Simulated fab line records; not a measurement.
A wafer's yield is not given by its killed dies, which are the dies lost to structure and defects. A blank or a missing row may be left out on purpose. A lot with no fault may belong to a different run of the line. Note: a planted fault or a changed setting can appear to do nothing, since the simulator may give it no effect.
Matching of chambers :: flow n5-finfet :: N5_BEOL_M8_ALD_77 on ald-metal-02 has 4 sister chambers
The step deposits TaN, target thk 2 nm, pulse time 2 s, purge time 3 s. 18 wafers are shown with their chamber, then 9 later ones without.

## WAFERS, EACH WITH ITS CHAMBER
wafer: L078.1
chamber: 0
heater-power-w (W): 494
mfc-carrier-sccm (sccm): 1504

wafer: L078.2
chamber: 1
heater-power-w (W): 549
mfc-carrier-sccm (sccm): 1504

wafer: L078.6
chamber: 1
heater-power-w (W): 551
mfc-carrier-sccm (sccm): 1500

wafer: L081.2
chamber: 1
heater-power-w (W): 547
mfc-carrier-sccm (sccm): 1497

wafer: L081.3
chamber: 2
heater-power-w (W): 410
mfc-carrier-sccm (sccm): 1501

wafer: L081.5
chamber: 0
heater-power-w (W): 495
mfc-carrier-sccm (sccm): 1502

wafer: L080.1
chamber: 0
heater-power-w (W): 510
mfc-carrier-sccm (sccm): 1496

wafer: L080.2
chamber: 1
heater-power-w (W): 549
mfc-carrier-sccm (sccm): 1506

wafer: L080.6
chamber: 0
heater-power-w (W): 495
mfc-carrier-sccm (sccm): 1502

wafer: L079.3
chamber: 0
heater-power-w (W): 500
mfc-carrier-sccm (sccm): 1497

wafer: L079.4
chamber: 3
heater-power-w (W): 385
mfc-carrier-sccm (sccm): 1501

wafer: L079.6
chamber: 1
heater-power-w (W): 549
mfc-carrier-sccm (sccm): 1502

wafer: L083.1
chamber: 2
heater-power-w (W): 412
mfc-carrier-sccm (sccm): 1499

wafer: L083.2
chamber: 3
heater-power-w (W): 375
mfc-carrier-sccm (sccm): 1500

wafer: L083.3
chamber: 1
heater-power-w (W): 540
mfc-carrier-sccm (sccm): 1499

wafer: L086.4
chamber: 1
heater-power-w (W): 533
mfc-carrier-sccm (sccm): 1501

wafer: L086.5
chamber: 0
heater-power-w (W): 508
mfc-carrier-sccm (sccm): 1493

wafer: L086.6
chamber: 3
heater-power-w (W): 387
mfc-carrier-sccm (sccm): 1495

SIGNATURES (means of the wafers above)
reading: heater-power-w
chamber 0: 500.33
chamber 1: 545.43
chamber 2: 411.00
chamber 3: 382.33
scatter within a chamber: 6.49

reading: mfc-carrier-sccm
chamber 0: 1499.00
chamber 1: 1501.29
chamber 2: 1500.00
chamber 3: 1498.67
scatter within a chamber: 3.49
Rule: for each reading, subtract the chamber's mean from the wafer's reading, divide by that reading's scatter and square the result; add these up over the readings and take the root, which gives the wafer's distance from the chamber. If the next closest chamber is less than 2 further off than the closest, the wafer can't be placed; otherwise it belongs to the closest. The scatter: take each reading less its chamber's mean, square it, sum over the shown wafers, divide by the number of wafers less the number of chambers, and take the root.

## WAFERS WITH NO CHAMBER GIVEN
wafer: L092.1
heater-power-w (W): 502
mfc-carrier-sccm (sccm): 1492

wafer: L092.4
heater-power-w (W): 566
mfc-carrier-sccm (sccm): 1497

wafer: L092.5
heater-power-w (W): 401
mfc-carrier-sccm (sccm): 1500

wafer: L090.1
heater-power-w (W): 381
mfc-carrier-sccm (sccm): 1493

wafer: L090.4
heater-power-w (W): 405
mfc-carrier-sccm (sccm): 1509

wafer: L090.6
heater-power-w (W): 555
mfc-carrier-sccm (sccm): 1510

wafer: L095.1
heater-power-w (W): 390
mfc-carrier-sccm (sccm): 1498

wafer: L095.3
heater-power-w (W): 417
mfc-carrier-sccm (sccm): 1500

wafer: L095.4
heater-power-w (W): 515
mfc-carrier-sccm (sccm): 1495

## EACH ONE'S CHAMBER
wafer: L092.1
from the rows above: 0
in truth: 0

wafer: L092.4
from the rows above: 1
in truth: 1

wafer: L092.5
from the rows above: can't be placed: 2 or 3
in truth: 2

wafer: L090.1
from the rows above: 3
in truth: 3

wafer: L090.4
from the rows above: can't be placed: 2 or 3
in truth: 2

wafer: L090.6
from the rows above: 1
in truth: 1

wafer: L095.1
from the rows above: 3
in truth: 3

wafer: L095.3
from the rows above: 2
in truth: 2

wafer: L095.4
from the rows above: 0
in truth: 0
Correctly placed: 7 of 9. Not placeable from these rows: 2 (in 2, the candidates include the true chamber). Placed wrongly: 0.
